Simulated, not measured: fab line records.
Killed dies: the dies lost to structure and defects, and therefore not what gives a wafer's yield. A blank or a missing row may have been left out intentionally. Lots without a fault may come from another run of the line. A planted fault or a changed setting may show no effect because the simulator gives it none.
2 desks, one fault -- flow n5Finfet -- each desk has only its own numbers; what lay behind them comes last

== THE METROLOGY DESK ==
Lot by lot, what the gauges showed, no matter which tool ran the lot: averages of those sampled wafers that carry a number. The brackets show how far a lot's mean lies from the usual mean; more than 4 standard deviations puts the lot out of limits, marked OUT.
Columns: A = M13_ILD_THK at N5_BEOL_M13_THK_MEAS_01, usual 835 nm
lot,first seen here,A
L280,day 11 14:10,837
L281,day 11 14:43,835
L293,day 14 08:16,833
L292,day 14 08:36,839
L294,day 14 16:17,834
L295,day 14 16:34,832
L296,day 15 13:46,833
L298,day 15 23:50,829
L299,day 16 03:09,837
L302,day 16 15:57,842
This desk's finding: nothing out of limits on any of the 10 lots.

== THE TOOL OWNER'S DESK: pvdSputter-03 ==
The tool's own readings at N5_BEOL_M12_SPUTTER_43 (material TaN, target thk 15 nm, time 24.19 s): means of the sampled wafers that have a number, for each lot that ran on this tool. The brackets show how far a lot's mean lies from the usual mean; more than 4 standard deviations puts the lot out of limits, marked OUT.
Columns: A = biasV at N5_BEOL_M12_SPUTTER_43, usual 168.8 V; B = cathodeDcPowerW at N5_BEOL_M12_SPUTTER_43, usual 15000 W; C = throttleValvePct at N5_BEOL_M12_SPUTTER_43, usual 30.5 %
lot,first seen here,A,B,C
L281,day 11 12:33,170.0,15000,31.5
L293,day 14 06:53,168.4,13368 (-99 or more) OUT,31.1
L292,day 14 07:13,168.4,13371 (-99 or more) OUT,31.8
Finding of this desk: L292, L293 out of limits; the first was L293 at day 14 06:53, on cathodeDcPowerW at N5_BEOL_M12_SPUTTER_43. L281 stayed within limits.

== BROUGHT TOGETHER ==
On L292, L293, at day 14 06:53, an alarm was possible from the tool owner's desk.
The metrology desk saw nothing out of limits.
The metrology desk holds a record of L292, L293, inside its limits.
N5_BEOL_M12_SPUTTER_43 was run on pvdSputter-03 by each of the lots named.

== WHAT THE SIMULATOR PUT IN ==
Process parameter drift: pvdSputter-03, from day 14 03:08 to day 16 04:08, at N5_BEOL_M12_SPUTTER_43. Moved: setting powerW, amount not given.
Lots struck among those shown: L292, L293.
Hours from the fault's start to each desk's first reading out of limits: the tool owner's desk, 4.
